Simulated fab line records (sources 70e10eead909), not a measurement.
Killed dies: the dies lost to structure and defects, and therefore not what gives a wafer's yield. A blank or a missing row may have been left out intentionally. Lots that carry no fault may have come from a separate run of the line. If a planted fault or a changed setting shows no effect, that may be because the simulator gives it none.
Matching of chambers -- flow nand_harc -- 4 sister chambers for NHARC_A_CHANNEL_HOLE_D1_ETCH_44 on rie_diel-06
The step etches the open film in CF4/O2, target depth 140 nm, overetch 14 nm, time 77 s. 4 wafers are shown with their chamber, then 11 later ones without.

## WAFERS PAIRED WITH THEIR CHAMBERS
wafer,chamber,drypump_motor_current_A (A)
L388.3,2,5.8
L396.3,3,6.5
L396.5,0,6.0
L401.1,1,5.6

## WAFERS WITHOUT THEIR CHAMBER
wafer,drypump_motor_current_A (A)
L401.3,6.0
L401.4,6.5
L403.3,5.8
L403.4,5.9
L403.5,6.5
L402.1,5.6
L402.2,6.6
L402.3,5.8
L404.1,5.5
L404.5,5.8
L404.6,6.5

## EACH ONE'S CHAMBER
wafer,from the rows above,in truth
L401.3,0,0
L401.4,3,3
L403.3,2,2
L403.4,can't be placed: 0 or 2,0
L403.5,3,3
L402.1,1,1
L402.2,3,3
L402.3,2,2
L404.1,1,1
L404.5,2,2
L404.6,3,3
10 of 11 placed correctly. These rows do not allow placing 1 (true chamber among the candidates in 1). Number placed wrongly: 0.
How it was worked out, from the rows above alone: a wafer's distance from a chamber is the root of the sum, over the readings, of the square of ((its reading less the chamber's mean) divided by the reading's scatter). If the next closest chamber is less than 2 further off than the closest, the wafer can't be placed; otherwise it belongs to the closest. The mean given for a chamber averages the wafers shown for that chamber. The scatter: with one shown wafer a chamber, the root of the mean of the squares of how far each hidden wafer lies from its nearest shown one.
